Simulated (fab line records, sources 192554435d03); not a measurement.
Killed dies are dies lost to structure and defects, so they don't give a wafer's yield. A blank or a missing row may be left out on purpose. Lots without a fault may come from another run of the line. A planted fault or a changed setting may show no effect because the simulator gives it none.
A struck lot beside a sound one | flow n5_finfet | 23 steps out of a route of 1938
Sound: wafers L753.1, L753.2, L753.3. Struck: wafers L757.1, L757.2, L757.6. The cause comes at the end.
At each step with rows: each side's tool, then ch and its chambers, then its first start. Under that, the readings that differ: sound wafers | struck wafers | difference of the means | sigmas: that difference in standard deviations of wafers without a fault.
alike: readings whose means differ by less than 2 such deviations, and words and numbers that are the same on both sides. not compared: withheld readings, readings that some wafer has no value for, bounds like >300 that may hide the same value, and numbers for which the record gives no deviation and whose values overlap.
The two part at a step that has a row with sigmas, a row that says differs or no value, or rows on one side only. Numbers that don't overlap but have no deviation are shown without sigmas and don't part them. A reading that every wafer of one side lacks parts them only if that side has two wafers or more.

first, 11 steps without rows for these wafers: N5_BEOL_M3_DESCUM_16 (chemistry O2, time 7 s); N5_BEOL_M3_ETCH_74 (etches underlayer in N2/H2, target depth 6.5 nm, time 5.2 s); N5_BEOL_M3_ETCH_63 (etches SiARC in CF4, target depth 15.6 nm, time 26 s); N5_BEOL_M3_ETCH_64 (etches SOC in N2/H2, target depth 75 nm, overetch 15 nm, time 112.5 s); N5_BEOL_M3_STRIP_65 (strips in N2/H2); N5_BEOL_M3_STRIP_75 (strips in N2/H2); N5_BEOL_M3_STRIP_66 (strips in CF4); N5_BEOL_M3_HM_OPEN_17 (chemistry Cl2/BCl3, target TiN, target depth 20 nm, overetch 6 nm); N5_BEOL_M3_STRIP_19 (strips in O2); N5_BEOL_M3_COAT_67 (time 60 s, resist thk 60 nm); N5_BEOL_M3_COAT_68 (time 60 s, resist thk 12 nm).
N5_BEOL_M3_COAT_76: time 60 s, resist thk 5 nm.
  sound on litho_track-05 ch 0, day 10 11:30; struck on litho_track-05 ch 0, day 12 20:11
  reading              | sound                | struck               | difference | sigmas
  spin_speed_rpm (rpm) | 1500.2 1501.0 1499.7 | 1431.8 1432.1 1433.9 | -67.7      | -71
then, 7 steps without rows for these wafers: N5_BEOL_M3_COAT_22 (resist thk 30 nm); N5_BEOL_M3_EBR_24; N5_BEOL_M3_SOFTBAKE_23 (time 60 s); N5_BEOL_M3_EXPOSE_25 (exposes mask V2, defocus 5 nm); N5_BEOL_M3_PEB_26 (peb time 60 s); N5_BEOL_M3_DEVELOP_27 (develop time 30 s); N5_BEOL_M3_DESCUM_33 (chemistry O2, time 7 s).
N5_BEOL_M3_ETCH_77: etches underlayer in N2/H2, target depth 6.5 nm, time 5.2 s.
  sound on rie_diel-01 ch 1,2,3, day 10 11:57; struck on rie_diel-01 ch 1,3, day 12 21:05
  reading                  | sound            | struck          | difference | sigmas
  model.etch.depth_nm (nm) | 4.981 4.99 5.017 | 5.098 5.1 5.094 | +0.101     |
  alike: drypump_motor_current_A, etch_rf_on_time_s, oes_product_au, rf_vpp_V, showerhead_plenum_p_Torr, throttle_valve_pct
  not compared: rf_hours_counter_h
then, 1 step without rows for these wafers: N5_BEOL_M3_ETCH_69 (etches SiARC in CF4, target depth 15.6 nm, time 26 s).
-- the record jumps here: 2 days lie between the struck wafers' starts before and after (it left off in module BEOL_M3 and takes up again in module BEOL_M4, whose first step shown is number 1111 of the route) --
N5_BEOL_M4_RC_MEAS_101:
  sound on prober-01 ch 0, day 13 07:26; struck on prober-02 ch 0, day 15 05:37
  alike: DIBL_N, DIBL_P, IOFF_N, IOFF_P, ION_N, ION_P, SS_N, SS_P, VT_N, VT_P
N5_PASSIVATION_PROBE_49:
  the record has rows for the sound wafers here (prober-02, day 17 13:55) and none for the struck ones

WHERE THEY PART
First at N5_BEOL_M3_COAT_76; last, within this record, at N5_PASSIVATION_PROBE_49.

WHY: what the simulator had put in
Process parameter drift: litho_track-05, from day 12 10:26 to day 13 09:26, at N5_BEOL_M3_COAT_76. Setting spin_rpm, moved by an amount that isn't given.
